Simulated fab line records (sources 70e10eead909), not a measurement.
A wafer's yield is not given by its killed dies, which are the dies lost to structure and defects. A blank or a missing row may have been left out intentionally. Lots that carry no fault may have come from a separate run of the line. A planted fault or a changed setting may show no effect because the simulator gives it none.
fab line records | flow nandHarc
record: lots: 6 | wafers: 18 | lastDay: 33
route steps=1302 shown A_ONON_D1@449 A_CHANNEL_HOLE_D1@450
lots untouched by any fault: they come from a run of this same line in which no faults occurred
startH: the number of hours between the record's first day and the start of the first shown wafer of the lot | waitH: hours elapsed since this lot's preceding step | " unchanged from the row above | L1.1+2: one row covering several wafers at once | - value missing, or start not given | * or withheld: withheld | < > ~ a bound
route shown NAME@n: a module of which the file shows steps, and the number in the route of the first | usual: the fault-free wafers' mean and standard deviation | same: alike in all rows | chamber/n: place in a boat | sites: per-site readings | _std_site: the values' standard deviation | _edge_site: inner sites' mean taken away from outer sites' mean | radiusMm: how far each site lies from the wafer's centre | mask NAME#n: copy n | behind: the most recent tool/chamber to have shaped the wafer | hold: why the lot was held/for how many hours/how that ended | device: the transistor (n, p or np) that didn't switch | end of line: tests run on the same wafers once the route is complete | a step with no rows: only its recipe | killed: not the wafer's yield, but the dies lost to structure and defects at the first sort | map: the dies of a wafer, with x for killed, . for not killed, _ for no die there
set.NAME: setting as actually run; set.NAME@STEP: the setting as run at that earlier step | model.NAME: the simulator's own value behind a step, which no gauge read
certain route steps with their lots: each step a table, each wafer a row
services: from which hour (startH, from the record's first day; less than 0 if before it) a tool's chamber was out of use, for how many hours, and why
== steps ==
step: NHARC_A_ONON_D1_INSPECT_32
usual: rawDefectCount: 69/25
lot.wafer | tool             | chamber | startH | waitH | rawDefectCount
L601.1    | defectInspect-01 | -       | 218.34 | 0.0   | 44
L601.3    | "                | -       | "      | "     | 28
L601.6    | "                | -       | "      | "     | 44
L608.3    | defectInspect-02 | -       | 290.87 | 0.0   | 131
L608.5    | "                | -       | "      | "     | 107
L608.6    | "                | -       | "      | "     | 77
L609.1    | defectInspect-02 | -       | 301.11 | 0.0   | 81
L609.2    | "                | -       | "      | "     | 85
L609.4    | "                | -       | "      | "     | 59
L616.4    | defectInspect-02 | -       | 370.75 | 0.0   | 35
L616.5    | "                | -       | "      | "     | 93
L616.6    | "                | -       | "      | "     | 81
L617.2    | defectInspect-01 | -       | 389.06 | 0.0   | 79
L617.3    | "                | -       | "      | "     | 83
L617.5    | "                | -       | "      | "     | 63
L619.1    | defectInspect-01 | -       | 403.47 | 0.1   | 41
L619.4    | "                | -       | "      | "     | 63
L619.6    | "                | -       | "      | "     | 66
step: NHARC_A_CHANNEL_HOLE_D1_DEP_00
recipe: targetThkA: 31000 | tempC: 400 | material: aC
usual: throttleValvePct: 35.001/0.0088
lot.wafer | tool      | chamber | startH | waitH | throttleValvePct
L601.1    | aclDep-02 | 0       | 220.72 | 2.4   | 34.994
L601.3    | "         | 0       | "      | "     | 34.993
L601.6    | "         | 0       | "      | "     | 34.991
L608.3    | aclDep-02 | 0       | 294.14 | 3.3   | 35.012
L608.5    | "         | 0       | "      | "     | 34.998
L608.6    | "         | 0       | "      | "     | 35.011
L609.1    | aclDep-01 | 0       | 305.71 | 4.6   | 34.990
L609.2    | "         | 0       | "      | "     | 34.999
L609.4    | "         | 0       | "      | "     | 35.005
L616.4    | aclDep-03 | 0       | 374.03 | 3.3   | 35.008
L616.5    | "         | 0       | "      | "     | 34.990
L616.6    | "         | 0       | "      | "     | 35.018
L617.2    | aclDep-01 | 0       | 389.70 | 0.6   | 35.005
L617.3    | "         | 0       | "      | "     | 35.002
L617.5    | "         | 0       | "      | "     | 34.989
L619.1    | aclDep-02 | 0       | 407.05 | 3.6   | 34.994
L619.4    | "         | 0       | "      | "     | 35.007
L619.6    | "         | 0       | "      | "     | 34.990
step: NHARC_A_CHANNEL_HOLE_D1_DEP_01
recipe: targetThkA: 1400 | targetThkNm: 140 | tempC: 400 | pressureTorr: 3.5 | flowSccm: 200 | rfW: 350 | material: SiON
usual: chamberPressureTorr: 3.500/0.0077 | heaterPowerOuterW: 446/60 | heaterPowerW: 733/89
lot.wafer | tool     | chamber | startH | waitH | chamberPressureTorr | heaterPowerOuterW | heaterPowerW | sinceWetCleanH
L601.3    | pecvd-02 | 2       | 222.66 | 1.0   | 3.492               | 481               | 742          | 164
L601.1    | "        | 0       | "      | "     | 3.504               | 480               | 776          | 164
L601.6    | "        | 1       | "      | "     | 3.509               | 492               | 760          | -
L608.3    | pecvd-04 | 2       | 295.47 | 1.0   | 3.496               | 494               | 797          | 161
L608.5    | "        | 2       | "      | "     | 3.498               | 491               | 783          | -
L608.6    | "        | 0       | "      | "     | 3.503               | 405               | 728          | -
L609.2    | pecvd-02 | 1       | 307.62 | 1.3   | 3.518               | 493               | 773          | 68
L609.1    | "        | 0       | "      | "     | 3.503               | 478               | 812          | 68
L609.4    | "        | 1       | "      | "     | 3.501               | 492               | 753          | -
L616.6    | pecvd-02 | 0       | 375.10 | 0.1   | 3.503               | 447               | 757          | -
L616.5    | "        | 1       | "      | "     | 3.497               | 498               | 771          | -
L616.4    | "        | 2       | "      | "     | 3.497               | 388               | 617          | -
L617.2    | pecvd-03 | 0       | 391.29 | 1.3   | 3.504               | 425               | 659          | 12
L617.3    | "        | 1       | "      | "     | 3.500               | 386               | 658          | 12
L617.5    | "        | 2       | "      | "     | 3.503               | 598               | 954          | -
L619.1    | pecvd-03 | 2       | 408.95 | 1.6   | 3.496               | 477               | 827          | 30
L619.4    | "        | 2       | "      | "     | 3.494               | 488               | 816          | -
L619.6    | "        | 0       | "      | "     | 3.498               | 428               | 679          | -
step: NHARC_A_CHANNEL_HOLE_D1_DEHYDRATE_02
recipe: tempC: 150 | timeS: 120
step: NHARC_A_CHANNEL_HOLE_D1_HMDS_03
recipe: timeS: 30
step: NHARC_A_CHANNEL_HOLE_D1_COAT_36
recipe: tempC: 260 | timeS: 75
step: NHARC_A_CHANNEL_HOLE_D1_COAT_37
recipe: tempC: 225 | timeS: 65
step: NHARC_A_CHANNEL_HOLE_D1_COAT_04
recipe: spinRpm: 1500 | resistThkNm: 90
step: NHARC_A_CHANNEL_HOLE_D1_SOFTBAKE_05
recipe: tempC: 105 | timeS: 55
step: NHARC_A_CHANNEL_HOLE_D1_EBR_06
step: NHARC_A_CHANNEL_HOLE_D1_EXPOSE_07
recipe: na: 1.35 | targetCdNm: 100 | sigmaOuter: 0.3 | doseMj: 59.65 | maskId: HOLE_D1
step: NHARC_A_CHANNEL_HOLE_D1_PEB_08
recipe: pebTempC: 100 | pebTimeS: 65
usual: heaterPowerTotalW: 156.6/0.42 | plateTempC: 99.98/0.12
same: pebTimeS: 65
lot.wafer | tool          | chamber | startH | waitH | heaterPowerTotalW | plateTempC
L601.1    | lithoTrack-04 | 0       | 223.31 | 0.1   | 156.2             | 100.10
L601.3    | "             | 0       | "      | "     | 156.1             | 99.92
L601.6    | "             | 0       | "      | "     | 156.0             | 100.00
L608.3    | lithoTrack-01 | 0       | 296.09 | 0.0   | 158.5             | 100.76
L608.5    | "             | 0       | "      | "     | 157.3             | 100.56
L608.6    | "             | 0       | "      | "     | 158.1             | 100.64
L609.1    | lithoTrack-01 | 0       | 308.26 | 0.1   | 158.1             | 100.50
L609.2    | "             | 0       | "      | "     | 158.2             | 100.52
L609.4    | "             | 0       | "      | "     | 157.4             | 100.55
L616.4    | lithoTrack-01 | 0       | 375.53 | 0.0   | 157.2             | 100.06
L616.5    | "             | 0       | "      | "     | 155.9             | 100.01
L616.6    | "             | 0       | "      | "     | 155.9             | 100.00
L617.2    | lithoTrack-01 | 0       | 391.81 | 0.1   | 155.9             | 99.83
L617.3    | "             | 0       | "      | "     | 157.0             | 99.92
L617.5    | "             | 0       | "      | "     | 157.2             | 99.92
L619.1    | lithoTrack-01 | 0       | 409.59 | 0.1   | 157.0             | 99.89
L619.4    | "             | 0       | "      | "     | 157.1             | 100.15
L619.6    | "             | 0       | "      | "     | 157.1             | 99.96
step: NHARC_A_CHANNEL_HOLE_D1_DEVELOP_09
recipe: developTimeS: 35 | devTempC: 23
step: NHARC_A_CHANNEL_HOLE_D1_CD_MEAS_10
recipe: targetCdNm: 100 | landingEnergyEv: 500
usual: cdNm: 99.8/0.56
same: landingEnergyEv: 500
lot.wafer | tool     | chamber | startH | waitH | cdNm
L601.1    | cdSem-01 | 0       | 223.38 | -     | 100.9
L601.3    | "        | 0       | "      | "     | 100.1
L601.6    | "        | 0       | "      | "     | 100.3
L608.3    | cdSem-02 | 0       | 296.17 | -     | 102.0
L608.5    | "        | 0       | "      | "     | 102.5
L608.6    | "        | 0       | "      | "     | 102.3
L609.1    | cdSem-02 | 0       | 308.34 | -     | 101.0
L609.2    | "        | 0       | "      | "     | 101.8
L609.4    | "        | 0       | "      | "     | 101.2
L616.4    | cdSem-03 | 0       | 375.62 | -     | 99.3
L616.5    | "        | 0       | "      | "     | 98.8
L616.6    | "        | 0       | "      | "     | 100.3
L617.2    | cdSem-02 | 0       | 391.89 | -     | 99.6
L617.3    | "        | 0       | "      | "     | 100.1
L617.5    | "        | 0       | "      | "     | 99.9
L619.1    | cdSem-01 | 0       | 409.67 | -     | 99.1
L619.4    | "        | 0       | "      | "     | 99.1
L619.6    | "        | 0       | "      | "     | 99.5
step: NHARC_A_CHANNEL_HOLE_D1_OVL_MEAS_11
usual: overlayXNm: -0.2/0.8 | overlayYNm: -0.1/0.77
lot.wafer | tool       | chamber | startH | waitH | overlayXNm | overlayYNm
L601.1    | overlay-01 | -       | 223.47 | -     | 0.0        | 0.1
L601.3    | "          | -       | "      | "     | -0.1       | 0.0
L601.6    | "          | -       | "      | "     | 0.2        | 0.1
L608.3    | overlay-01 | -       | 296.25 | -     | -0.1       | -0.5
L608.5    | "          | -       | "      | "     | -0.8       | -0.6
L608.6    | "          | -       | "      | "     | -0.7       | -0.8
L609.1    | overlay-02 | -       | 308.43 | -     | 0.7        | -0.4
L609.2    | "          | -       | "      | "     | 0.3        | -0.2
L609.4    | "          | -       | "      | "     | 0.5        | -0.4
L616.4    | overlay-01 | -       | 375.70 | -     | -0.4       | 0.9
L616.5    | "          | -       | "      | "     | -0.4       | 0.5
L616.6    | "          | -       | "      | "     | -0.2       | 0.7
L617.2    | overlay-02 | -       | 391.98 | -     | 0.3        | 0.0
L617.3    | "          | -       | "      | "     | 0.0        | 0.2
L617.5    | "          | -       | "      | "     | 0.3        | 0.2
L619.1    | overlay-02 | -       | 409.76 | -     | 0.2        | -1.4
L619.4    | "          | -       | "      | "     | 0.2        | -1.2
L619.6    | "          | -       | "      | "     | 0.9        | -1.4
step: NHARC_A_CHANNEL_HOLE_D1_INSPECT_12
usual: rawDefectCount: 6/3.1
lot.wafer | tool             | chamber | startH | waitH | rawDefectCount
L601.1    | defectInspect-01 | -       | 223.51 | 0.0   | 4
L601.3    | "                | -       | "      | "     | 1
L601.6    | "                | -       | "      | "     | 3
L608.3    | defectInspect-02 | -       | 296.29 | 0.0   | 7
L608.5    | "                | -       | "      | "     | 5
L608.6    | "                | -       | "      | "     | 3
L609.1    | defectInspect-01 | -       | 308.46 | 0.0   | 7
L609.2    | "                | -       | "      | "     | 5
L609.4    | "                | -       | "      | "     | 6
L616.4    | defectInspect-02 | -       | 375.73 | 0.0   | 5
L616.5    | "                | -       | "      | "     | 9
L616.6    | "                | -       | "      | "     | 10
L617.2    | defectInspect-01 | -       | 392.02 | 0.0   | 4
L617.3    | "                | -       | "      | "     | 4
L617.5    | "                | -       | "      | "     | 5
L619.1    | defectInspect-02 | -       | 409.79 | 0.0   | 3
L619.4    | "                | -       | "      | "     | 2
L619.6    | "                | -       | "      | "     | 7
step: NHARC_A_CHANNEL_HOLE_D1_DESCUM_15
recipe: timeS: 3 | o2FlowSccm: 200 | arFlowSccm: 0 | biasPowerW: 0 | chemistry: O2
usual: drypumpMotorCurrentA: 6.0/0.34 | oesProductAu: 0.996/0.0087 | rfVppV: 57.7/0.82 | showerheadPlenumPTorr: 1.88/0.072 | throttleValvePct: 11.312/0.008
lot.wafer | tool       | chamber | startH | waitH | drypumpMotorCurrentA | oesProductAu | rfHoursCounterH | rfVppV | showerheadPlenumPTorr | throttleValvePct | model.A_CHANNEL_HOLE_D1.cdNm
L601.1    | rieDiel-06 | 1       | 223.57 | 0.1   | 6.0                  | 0.990        | 7               | 56.7   | 1.77                  | 11.305           | 100.3
L601.3    | "          | 3       | "      | "     | 5.3                  | 0.984        | 8               | 59.1   | 1.92                  | 11.319           | 100.2
L601.6    | "          | 2       | "      | "     | 6.0                  | 0.982        | -               | 57.2   | 1.93                  | 11.307           | 100.3
L608.3    | rieDiel-06 | 1       | 296.36 | 0.1   | 6.0                  | 0.994        | 13              | 57.5   | 1.77                  | 11.311           | 101.5
L608.5    | "          | 0       | "      | "     | 6.2                  | 0.975        | -               | 58.2   | 1.85                  | 11.314           | 102.4
L608.6    | "          | 1       | "      | "     | 6.0                  | 0.990        | -               | 57.6   | 1.77                  | 11.314           | 101.6
L609.4    | rieDiel-03 | 2       | 308.59 | 0.1   | 6.0                  | 1.007        | 4               | 59.2   | 2.04                  | 11.306           | 101.1
L609.1    | "          | 3       | "      | "     | 6.2                  | 1.005        | 4               | 59.0   | 2.01                  | 11.304           | 101.2
L609.2    | "          | 0       | "      | "     | 6.1                  | 1.015        | 6               | 57.8   | 1.90                  | 11.303           | 101.2
L616.4    | rieDiel-06 | 2       | 375.80 | 0.1   | 6.0                  | 0.992        | 6               | 57.9   | 1.93                  | 11.307           | 98.54
L616.5    | "          | 1       | "      | "     | 6.0                  | 1.005        | -               | 57.7   | 1.77                  | 11.310           | 99.58
L616.6    | "          | 2       | "      | "     | 6.0                  | 0.999        | -               | 57.8   | 1.93                  | 11.319           | 99.31
L617.2    | rieDiel-03 | 2       | 392.09 | 0.1   | 6.0                  | 0.993        | 32              | 59.1   | 2.03                  | 11.322           | 99.93
L617.3    | "          | 3       | "      | "     | 6.1                  | 0.994        | 34              | 59.3   | 2.00                  | 11.303           | 99.99
L617.5    | "          | 1       | "      | "     | 6.3                  | 0.998        | -               | 57.1   | 1.88                  | 11.322           | 99.91
L619.1    | rieDiel-03 | 2       | 409.85 | 0.1   | 6.0                  | 1.000        | 38              | 58.9   | 2.03                  | 11.315           | 99.56
L619.4    | "          | 1       | "      | "     | 6.3                  | 1.001        | 39              | 56.3   | 1.88                  | 11.304           | 99.38
L619.6    | "          | 3       | "      | "     | 6.2                  | 1.009        | -               | 58.6   | 1.99                  | 11.311           | 100
step: NHARC_A_CHANNEL_HOLE_D1_ETCH_38
recipe: targetDepthA: 390 | overEtchFrac: 0.3 | timeS: 65 | ionEnergyEv: 80 | cf4FlowSccm: 150 | arFlowSccm: 0 | rfW: 300 | biasW: 100 | chemistry: CF4
usual: biasW: 100.0/0.32 | drypumpMotorCurrentA: 6.0/0.34 | oesProductAu: 0.995/0.0091 | rfVppV: 150.9/1.2 | showerheadPlenumPTorr: 1.74/0.062 | throttleValvePct: 13.284/0.0088
same: overEtchFrac: 0.3
lot.wafer | tool       | chamber | startH | waitH | biasW | drypumpMotorCurrentA | oesProductAu | rfHoursCounterH | rfVppV | showerheadPlenumPTorr | throttleValvePct | model.A_CHANNEL_HOLE_D1.cdNm
L601.1    | rieDiel-06 | 0       | 223.66 | 0.1   | 100.2 | 6.2                  | 0.992        | 8               | 150.3  | 1.71                  | 13.296           | 100.4
L601.3    | "          | 1       | "      | "     | 99.7  | 6.0                  | 0.996        | 7               | 149.6  | 1.65                  | 13.284           | 100.2
L601.6    | "          | 0       | "      | "     | 100.0 | 6.3                  | 1.002        | -               | 150.3  | 1.71                  | 13.277           | 100.6
L608.3    | rieDiel-06 | 0       | 296.43 | 0.1   | 99.6  | 6.2                  | 0.994        | 14              | 150.0  | 1.71                  | 13.281           | 101.9
L608.6    | "          | 0       | "      | "     | 99.9  | 6.2                  | 0.997        | -               | 150.6  | 1.71                  | 13.289           | 101.8
L608.5    | "          | 1       | "      | "     | 99.6  | 6.0                  | 1.005        | -               | 150.3  | 1.65                  | 13.288           | 102.7
L609.2    | rieDiel-03 | 2       | 308.68 | 0.1   | 100.1 | 6.0                  | 1.005        | 5               | 151.1  | 1.88                  | 13.297           | 101.4
L609.4    | "          | 0       | "      | "     | 99.5  | 6.1                  | 1.012        | 6               | 152.5  | 1.76                  | 13.296           | 101.6
L609.1    | "          | 1       | "      | "     | 100.1 | 6.3                  | 0.996        | 7               | 149.9  | 1.75                  | 13.284           | 101.3
L616.4    | rieDiel-06 | 0       | 375.88 | 0.1   | 100.0 | 6.2                  | 0.990        | 6               | 150.8  | 1.71                  | 13.279           | 98.69
L616.5    | "          | 3       | "      | "     | 99.8  | 5.3                  | 0.990        | -               | 152.6  | 1.78                  | 13.285           | 99.24
L616.6    | "          | 0       | "      | "     | 100.0 | 6.2                  | 0.986        | -               | 150.2  | 1.71                  | 13.268           | 99.69
L617.2    | rieDiel-03 | 2       | 392.17 | 0.1   | 100.2 | 6.0                  | 0.999        | 32              | 152.3  | 1.87                  | 13.269           | 100.1
L617.3    | "          | 0       | "      | "     | 99.6  | 6.0                  | 1.018        | 34              | 151.1  | 1.75                  | 13.290           | 99.91
L617.5    | "          | 2       | "      | "     | 100.3 | 6.0                  | 0.995        | -               | 153.0  | 1.87                  | 13.282           | 99.89
L619.1    | rieDiel-03 | 0       | 409.94 | 0.1   | 100.3 | 6.0                  | 1.018        | 40              | 151.1  | 1.75                  | 13.288           | 99.84
L619.4    | "          | 1       | "      | "     | 99.9  | 6.3                  | 1.005        | 39              | 151.8  | 1.74                  | 13.287           | 99.92
L619.6    | "          | 3       | "      | "     | 99.8  | 6.2                  | 0.990        | -               | 151.4  | 1.84                  | 13.265           | 99.99
step: NHARC_A_CHANNEL_HOLE_D1_ETCH_39
recipe: targetDepthA: 2600 | overEtchFrac: 0.3 | timeS: 325 | ionEnergyEv: 200 | n2FlowSccm: 150 | h2FlowSccm: 150 | arFlowSccm: 0 | rfW: 400 | biasW: 150 | chemistry: N2/H2
usual: biasW: 149.9/0.43 | drypumpMotorCurrentA: 5.9/0.36 | n2FlowSccm: 150.0/0.43 | oesProductAu: 0.995/0.0088 | rfVppV: 430.0/2.3 | showerheadPlenumPTorr: 2.01/0.074 | throttleValvePct: 14.170/0.0093
same: overEtchFrac: 0.3
lot.wafer | tool       | chamber | startH | waitH | biasW | drypumpMotorCurrentA | n2FlowSccm | oesProductAu | rfHoursCounterH | rfVppV | showerheadPlenumPTorr | throttleValvePct
L601.3    | rieDiel-06 | 1       | -      | -     | 150.1 | 6.0                  | 149.9      | 1.002        | 7               | 426.5  | 1.89                  | 14.181
L601.1    | "          | 3       | "      | "     | 150.7 | 5.3                  | 149.9      | 0.988        | 8               | 432.5  | 2.05                  | 14.168
L601.6    | "          | 1       | "      | "     | 150.5 | 6.0                  | 150.5      | 0.989        | -               | 425.4  | 1.89                  | 14.166
L608.3    | rieDiel-06 | 0       | -      | -     | 150.4 | 6.2                  | 150.2      | 0.985        | 14              | 428.6  | 1.97                  | 14.180
L608.6    | "          | 2       | "      | "     | 150.4 | 6.0                  | 150.7      | 0.988        | -               | 430.8  | 2.06                  | 14.170
L608.5    | "          | 3       | "      | "     | 149.2 | 5.3                  | 149.9      | 0.982        | -               | 431.7  | 2.05                  | 14.176
L609.4    | rieDiel-03 | 2       | -      | -     | 150.4 | 6.0                  | 149.4      | 0.991        | 5               | 433.6  | 2.18                  | 14.164
L609.1    | "          | 3       | "      | "     | 150.0 | 6.2                  | 150.0      | 1.004        | 4               | 435.1  | 2.14                  | 14.173
L609.2    | "          | 1       | "      | "     | 149.9 | 6.3                  | 149.8      | 0.997        | 7               | 431.0  | 2.01                  | 14.178
L616.4    | rieDiel-06 | 0       | -      | -     | 150.1 | 6.2                  | 150.4      | 0.990        | 6               | 429.5  | 1.96                  | 14.189
L616.6    | "          | 2       | "      | "     | 149.6 | 6.0                  | 149.6      | 0.995        | -               | 429.3  | 2.06                  | 14.165
L616.5    | "          | 3       | "      | "     | 149.8 | 5.3                  | 150.3      | 0.996        | -               | 430.8  | 2.05                  | 14.163
L617.2    | rieDiel-03 | 3       | -      | -     | 149.4 | 6.2                  | 149.1      | 0.997        | 34              | 433.1  | 2.13                  | 14.153
L617.3    | "          | 0       | "      | "     | 149.9 | 6.1                  | 149.6      | 1.018        | 34              | 431.9  | 2.02                  | 14.168
L617.5    | "          | 3       | "      | "     | 150.7 | 6.2                  | 149.9      | 1.000        | -               | 432.9  | 2.13                  | 14.189
L619.4    | rieDiel-03 | 0       | -      | -     | 149.4 | 6.1                  | 149.5      | 1.015        | 40              | 430.1  | 2.02                  | 14.173
L619.1    | "          | 1       | "      | "     | 150.1 | 6.3                  | 149.7      | 1.012        | 39              | 428.9  | 2.00                  | 14.175
L619.6    | "          | 1       | "      | "     | 149.4 | 6.3                  | 149.7      | 0.997        | -               | 429.6  | 2.00                  | 14.173
== services ==
tool          | chamber | startH | hours | kind
lithoTrack-04 | -       | 203.00 | 7.0   | pm
rieDiel-03    | 0       | 211.61 | -     | clean
rieDiel-03    | 1       | 211.61 | -     | clean
rieDiel-03    | 2       | 211.61 | -     | clean
rieDiel-03    | 3       | 211.61 | -     | clean
rieDiel-03    | 0       | 225.56 | 13.9  | repair
pecvd-02      | -       | 227.11 | 13.0  | pm
pecvd-04      | -       | 228.94 | 0.7   | repair
aclDep-02     | -       | 246.45 | 13.0  | pm
rieDiel-06    | 2       | 262.08 | 8.7   | repair
rieDiel-03    | -       | 281.38 | 9.0   | pm
aclDep-03     | -       | 282.75 | 8.9   | repair
aclDep-03     | -       | 298.49 | 13.0  | pm
pecvd-04      | -       | 302.09 | 13.0  | pm
rieDiel-03    | -       | 305.25 | 2.1   | repair
rieDiel-06    | -       | 307.20 | 9.0   | pm
rieDiel-06    | 1       | 322.10 | 6.5   | repair
pecvd-03      | -       | 325.54 | 0.6   | repair
lithoTrack-01 | -       | 330.00 | 7.0   | pm
rieDiel-03    | -       | 344.08 | 1.1   | repair
pecvd-03      | -       | 366.00 | 13.0  | pm
aclDep-01     | -       | 368.42 | 13.0  | pm
lithoTrack-04 | -       | 378.00 | 7.0   | pm
pecvd-02      | -       | 408.11 | 13.0  | pm
== key ==
firstSign: step: NHARC_A_CHANNEL_HOLE_D1_PEB_08 | reading: plateTempC | direction: up | sigmas: 5.1 | usual: * | struck: *
effect: step: NHARC_A_CHANNEL_HOLE_D1_PEB_08 | reading: heaterPowerTotalW | direction: up | sigmas: 3.2 | usual: * | struck: *
effect: step: NHARC_A_CHANNEL_HOLE_D1_CD_MEAS_10 | reading: cdNm | direction: up | sigmas: 3.5 | usual: 99.8 | struck: 101.8
modelEffect: step: NHARC_A_CHANNEL_HOLE_D1_DESCUM_15 | value: A_CHANNEL_HOLE_D1.cdNm | without: 99.75 | struck: 101.5
modelEffect: step: NHARC_A_CHANNEL_HOLE_D1_ETCH_38 | value: A_CHANNEL_HOLE_D1.cdNm | without: 100 | struck: 101.8
metAt NHARC_A_CHANNEL_HOLE_D1_PEB_08
struckWafers L608.3,L608.5,L608.6,L609.1,L609.2,L609.4
testerLeftOut L608,L609
fault: kind: processParameterDrift | tool: lithoTrack-01 | chamber: - | onsetH: 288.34 | steps: NHARC_A_CHANNEL_HOLE_D1_PEB_08 | channel: pebTempC | offset: * | shape: step | endH: 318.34 | actsIn: * | stated: *
testerLeftOut: of these lots the tester's yield and bins aren't shown, on N5 and GAA mostly nor the transistor test; their killed dies are dies lost to structure and defects alone, not to doping, threshold or leakage, so they don't give the yield
